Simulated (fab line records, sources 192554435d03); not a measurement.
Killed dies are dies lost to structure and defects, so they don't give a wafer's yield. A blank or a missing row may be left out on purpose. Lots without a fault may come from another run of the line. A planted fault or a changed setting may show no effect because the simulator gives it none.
One fault seen from 2 desks | flow n5_finfet | each desk has only its own numbers; what lay behind them comes last

THE TOOL OWNER'S DESK: rie_diel-06
The tool's own readings at N5_HKMG_FIN_ETCH_86 (etches SOC in N2/H2, stops on TiN, target depth 393.2 nm): means of the sampled wafers that have a number, for each lot that ran on this tool. A lot is out of limits, marked OUT, if its mean lies more than 4 standard deviations from the usual mean; the brackets give that distance.
Columns: A = drypump_motor_current_A at N5_HKMG_FIN_ETCH_86, usual 5.9 A; B = oes_product_au at N5_HKMG_FIN_ETCH_86, usual 0.78 a.u.; C = rf_fwd_power_W at N5_HKMG_FIN_ETCH_86, usual 844 W; D = rf_vpp_V at N5_HKMG_FIN_ETCH_86, usual 240.1 V; E = showerhead_plenum_p_Torr at N5_HKMG_FIN_ETCH_86, usual 2.51 Torr; F = throttle_valve_pct at N5_HKMG_FIN_ETCH_86, usual 17.89 %
lot  | first seen here | A   | B    | C             | D                | E    | F
L110 | day 5 03:25     | 5.9 | 0.71 | 840           | 240.1            | 2.52 | 17.96
L115 | day 6 15:29     | 5.9 | 0.90 | 843           | 240.6            | 2.52 | 17.81
L124 | day 8 16:00     | 5.9 | 0.86 | 911 (+19) OUT | 233.8 (-5.2) OUT | 2.50 | 17.70
L126 | day 9 10:14     | 6.0 | 0.80 | 911 (+19) OUT | 234.4 (-4.7) OUT | 2.49 | 17.79
This desk's finding: out of limits on L124, L126; first on L124, day 8 16:00 (rf_fwd_power_W at N5_HKMG_FIN_ETCH_86). In limits: L110, L115.

THE METROLOGY DESK
What the gauges read, lot by lot, whatever tool the lot ran on: means of the sampled wafers that have a number. A lot is out of limits, marked OUT, if its mean lies more than 4 standard deviations from the usual mean; the brackets give that distance. Of its 10 readings 7 are shown: those that lie furthest out on some lot.
Columns: A = DIBL_N at N5_BEOL_M4_RC_MEAS_101, usual 36.4 mV/V; B = IOFF_N at N5_BEOL_M4_RC_MEAS_101, usual 0.154 nA/um; C = IOFF_P at N5_BEOL_M4_RC_MEAS_101, usual 0.202 nA/um; D = ION_N at N5_BEOL_M4_RC_MEAS_101, usual 671 uA/um; E = SS_N at N5_BEOL_M4_RC_MEAS_101, usual 71.6 mV/dec; F = VT_N at N5_BEOL_M4_RC_MEAS_101, usual 250.9 mV; G = VT_P at N5_BEOL_M4_RC_MEAS_101, usual -251.4 mV
lot  | first seen here | A    | B     | C     | D   | E    | F     | G
L106 | day 7 23:53     | 39.6 | 0.194 | 0.231 | 689 | 72.9 | 246.4 | -250.5
L107 | day 8 04:26     | 36.5 | 0.150 | 0.179 | 675 | 72.1 | 252.5 | -252.4
L110 | day 8 10:06     | 37.9 | 0.161 | 0.192 | 672 | 71.4 | 248.8 | -254.2
L116 | day 10 04:52    | 36.2 | 0.148 | 0.209 | 675 | 71.3 | 249.4 | -250.7
L115 | day 10 08:23    | 35.8 | 0.147 | 0.191 | 667 | 71.6 | 250.9 | -250.9
L122 | day 12 01:38    | 34.5 | 0.135 | 0.194 | 667 | 71.2 | 253.5 | -250.0
L124 | day 12 06:45    | 37.3 | 0.160 | 0.223 | 672 | 71.8 | 251.4 | -250.7
L125 | day 12 18:36    | 36.7 | 0.145 | 0.243 | 658 | 71.8 | 251.9 | -247.9
L126 | day 13 08:01    | 37.4 | 0.191 | 0.244 | 682 | 71.7 | 245.1 | -245.8
This desk's finding: nothing out of limits on any of the 9 lots.

PUT TOGETHER
The tool owner's desk could have raised an alarm at day 8 16:00, on L124, L126.
The metrology desk saw nothing out of limits.
The metrology desk has L124, L126 on record, within its limits.
Of the lots named, all ran N5_HKMG_FIN_ETCH_86 on rie_diel-06.

WHAT THE SIMULATOR HAD PUT IN
Process parameter drift: rie_diel-06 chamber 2, from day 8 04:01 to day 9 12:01, at N5_HKMG_FIN_ETCH_86. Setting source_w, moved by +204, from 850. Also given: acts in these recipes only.
Lots struck among those shown: L124, L126.
Hours from the fault's start to each desk's first reading out of limits: the tool owner's desk, 12.
